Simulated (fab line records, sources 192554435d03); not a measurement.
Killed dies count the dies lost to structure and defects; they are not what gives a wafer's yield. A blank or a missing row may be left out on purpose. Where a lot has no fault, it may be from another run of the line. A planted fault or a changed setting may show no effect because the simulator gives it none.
Which of the tools did it?    flow n5Finfet    Sampling: 11 lots, 33 wafers, 2 of 1938 route steps

== WHAT THE GAUGES SHOWED, per wafer ==
N5_BEOL_M13_CD_MEAS_17: target cd 190 nm.
lot   measured      on        cdNm (nm)
L075  day 11 09:06  cdSem-01  189.5 187.7 188.2
L077  day 11 13:53  cdSem-01  191.1 191.0 193.0
L080  day 12 07:32  cdSem-02  192.1 190.4 190.0
L081  day 12 21:17  cdSem-02  188.8 188.1 189.3
L084  day 13 13:28  cdSem-01  189.1 192.7 192.2
L085  day 14 01:55  cdSem-02  189.9 189.8 187.9
L087  day 14 22:07  cdSem-01  189.9 189.3 190.2
L088  day 15 15:58  cdSem-01  192.1 189.7 191.5
L091  day 16 06:12  cdSem-01  186.7 191.3 187.4
L094  day 16 14:36  cdSem-02  190.9 188.0 190.5
L097  day 17 11:11  cdSem-02  189.6 186.9 189.6

== WHAT TOOL EACH LOT RAN ON (gives the tool, then ch and the chambers of the sampled wafers, and finally the start) ==
lot   N5_BEOL_M12_SPUTTER_44
L075  pvdSputter-02, day 11 06:44
L077  pvdSputter-03, day 11 11:34
L080  pvdSputter-03, day 12 01:02
L081  pvdSputter-03, day 12 15:41
L084  pvdSputter-01, day 13 10:50
L085  pvdSputter-01, day 13 20:21
L087  pvdSputter-01, day 14 19:45
L088  pvdSputter-02, day 15 13:33
L091  pvdSputter-03, day 16 03:31
L094  pvdSputter-03, day 16 12:23
L097  pvdSputter-03, day 17 08:38
- N5_BEOL_M12_SPUTTER_44: material Ta, target thk 10 nm, time 16.13 s.

== THE ANSWER, worked out from the rows above alone ==
Rule: the lots themselves supply what counts as usual. Put in order of their means at a reading, lots are off if they are a third of the lots or fewer, leave a main group of 4 or more, and stand apart from it by a gap of 3 or more times the standard deviation of the main group's means; of several such gaps the widest counts. If all means in a main group match to the digits the tables above print for the reading, that group is not used. A lot without any number at a reading at which 4 lots or more have one is off too. The other lots that the step has rows for count as sound.
None of the lots is off at any reading shown; this tells nothing.

== WHAT HAD BEEN PUT IN BY THE SIMULATOR ==
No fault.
